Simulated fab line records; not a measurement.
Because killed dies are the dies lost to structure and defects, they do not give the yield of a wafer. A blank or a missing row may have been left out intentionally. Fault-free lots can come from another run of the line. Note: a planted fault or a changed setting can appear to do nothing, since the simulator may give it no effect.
Which tool did it? :: flow n5_finfet :: Sampling: 10 lots, 30 wafers, 2 of 1938 route steps

## WHAT THE GAUGES READ, wafer by wafer
N5_BEOL_M4_CD_MEAS_35: target cd 18 nm, target cd y 22.4 nm.
lot: L326
measured: day 8 14:45
on: cd_sem-03
cd_nm (nm): 18.2 18.2 18.3

lot: L331
measured: day 10 13:03
on: cd_sem-03
cd_nm (nm): 18.3 18.0 18.6

lot: L330
measured: day 10 17:53
on: cd_sem-03
cd_nm (nm): 17.8 18.1 18.2

lot: L333
measured: day 11 01:32
on: cd_sem-01
cd_nm (nm): 18.1 18.0 17.8

lot: L335
measured: day 11 04:27
on: cd_sem-01
cd_nm (nm): 18.1 17.7 18.1

lot: L336
measured: day 11 16:39
on: cd_sem-03
cd_nm (nm): 18.0 18.6 18.5

lot: L344
measured: day 14 14:47
on: cd_sem-02
cd_nm (nm): 17.8 18.4 18.7

lot: L345
measured: day 14 14:56
on: cd_sem-01
cd_nm (nm): 18.2 17.4 17.6

lot: L346
measured: day 14 21:39
on: cd_sem-03
cd_nm (nm): 18.3 18.1 18.5

lot: L347
measured: day 15 00:37
on: cd_sem-01
cd_nm (nm): 17.8 17.7 17.9

## TOOL THAT RAN EACH LOT (tool first, then ch and the chambers of the sampled wafers, then the start)
lot: L326
N5_BEOL_M4_TRENCH_ETCH_37: rie_diel-05 ch 0,1,2, day 8 14:45 or earlier

lot: L331
N5_BEOL_M4_TRENCH_ETCH_37: rie_diel-04 ch 0,2,3, day 10 13:03 or earlier

lot: L330
N5_BEOL_M4_TRENCH_ETCH_37: rie_diel-06 ch 1,3, day 10 17:53 or earlier

lot: L333
N5_BEOL_M4_TRENCH_ETCH_37: rie_diel-04 ch 1,3, day 11 01:32 or earlier

lot: L335
N5_BEOL_M4_TRENCH_ETCH_37: rie_diel-06 ch 0,2, day 11 04:27 or earlier

lot: L336
N5_BEOL_M4_TRENCH_ETCH_37: rie_diel-04 ch 0,1,2, day 11 16:39 or earlier

lot: L344
N5_BEOL_M4_TRENCH_ETCH_37: rie_diel-04 ch 0,2,3, day 14 14:47 or earlier

lot: L345
N5_BEOL_M4_TRENCH_ETCH_37: rie_diel-06 ch 1,3, day 14 14:56 or earlier

lot: L346
N5_BEOL_M4_TRENCH_ETCH_37: rie_diel-04 ch 2,3, day 14 21:39 or earlier

lot: L347
N5_BEOL_M4_TRENCH_ETCH_37: rie_diel-04 ch 1,2,3, day 15 00:37 or earlier
- N5_BEOL_M4_TRENCH_ETCH_37: etches SiOC in C4F6/O2, target depth 55.555 nm, time 29.2 s.

## THE ANSWER, worked out from the rows above alone
Rule: the usual values come from the lots themselves. The widest of any qualifying gaps counts: lots, ordered by their means at a reading, are off when they make up no more than a third of the lots, leave a main group of 4 or more, and stand apart from it by 3 or more times the standard deviation of that group's means. If all means in a main group match to the digits the tables above print for the reading, that group is not used. A lot without any number at a reading at which 4 lots or more have one is off too. Where the step has rows for the other lots, those lots are counted as sound.
No lot is off at any reading shown: from this, nothing can be told.

## WHAT THE SIMULATOR PUT IN
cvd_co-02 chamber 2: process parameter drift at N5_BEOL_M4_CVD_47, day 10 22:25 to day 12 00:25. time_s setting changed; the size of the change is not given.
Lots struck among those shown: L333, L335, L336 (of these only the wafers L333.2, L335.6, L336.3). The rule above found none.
